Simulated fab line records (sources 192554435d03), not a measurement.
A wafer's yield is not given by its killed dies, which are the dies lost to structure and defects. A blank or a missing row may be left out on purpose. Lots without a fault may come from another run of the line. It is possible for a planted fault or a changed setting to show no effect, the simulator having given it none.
Problem report in the 8D (eight disciplines) form, filled by code -- flow n5 finfet -- the parts of the form that need people (team, actions taken, sign-off) are left out

## 1. THE ISSUE
Mean of spin speed rpm at N5_BEOL_M5_COAT_60: 1555.5 rpm across 6 wafers in 2 lots; on wafers with no fault it is 1500.0 rpm (standard deviation 1). That puts it +55 standard deviations away from the usual mean.
The step: time 60 s, resist thk 12 nm.
Earliest sighting: wafer L570.2 on litho track-03 at day 13 10:02. The record has a number at this step for 17 wafers belonging to 6 lots. Rule for "out" (also "out of limits"): further than 4 standard deviations from the usual mean. All remaining wafers that have a number are taken as sound.

## 2. WHAT IT IS AND WHAT IT IS NOT
question,is,is not
which readings at this step,spin speed rpm,chill plate temp C
which lots,"L570, L574","L557, L560, L572, L578"
which wafers of those lots,all that have a number,-
read on which tools,litho track-03,"litho track-04, litho track-05"
when,from day 13 10:02,"up to then (6 sound wafers); but 5 sound wafers of L572, L578 came after"

## 3. SUSPECTS, AND WHAT RULES EACH OUT
Counting: a tool at a process step up to the reading stays a suspect if it ran every lot that is out and no sound lot after the first of them.
- pecvd-02 at N5_BEOL_M4_DEP_57 (deposits SiCN from 3MS/NH3, target thk 8 nm, time 14 s): ruled out as a lasting fault. After its first lot that is out, L570 (day 13 06:28), sound lots L578 ran on it.
- litho track-03 at N5_BEOL_M5_COAT_60 (time 60 s, resist thk 12 nm): kept. It ran every lot that is out, first L570 (day 13 10:02), and no sound lot after that; its last sound lot up to then is L560 (day 9 19:31). On those wafers its own readings are out: spin speed rpm.
After counting, what remains is litho track-03 at N5_BEOL_M5_COAT_60.

## 4. THE CAUSE (what the simulator had put in)
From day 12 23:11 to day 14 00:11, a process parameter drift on litho track-03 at N5_BEOL_M5_COAT_60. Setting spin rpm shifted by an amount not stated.
Only this tool survived the counting.

## 5. THE EFFECT CHAIN, in route order
Rows list readings where the struck wafers' mean (over those with a number) sits beyond 3 standard deviations from the usual. Readings are gone through only where the record gives a usual standard deviation; hours: the median, over the lots, of the time from a lot's start at the first step in this table giving one to that lot's start at this step; sigmas: the change measured in usual standard deviations.
hours,step,reading,usual,on struck wafers,change,sigmas
0,N5_BEOL_M5_COAT_60,spin speed rpm,1500.0 rpm,1555.5,+55.5,+55
Here are the process steps it includes:
- N5_BEOL_M5_COAT_60: time 60 s, resist thk 12 nm.
Later measuring or inspecting steps at which every struck wafer that the step has a row for has a number for every such reading, and none has moved that far: N5_BEOL_M5_CD_MEAS_11, N5_BEOL_M5_OVL_MEAS_12, N5_BEOL_M5_INSPECT_13.

## 6. HOW IT WOULD HAVE BEEN CAUGHT EARLIER
In this record the first reading out of limits was taken at day 13 10:02, 11 hours after the fault began at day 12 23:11.
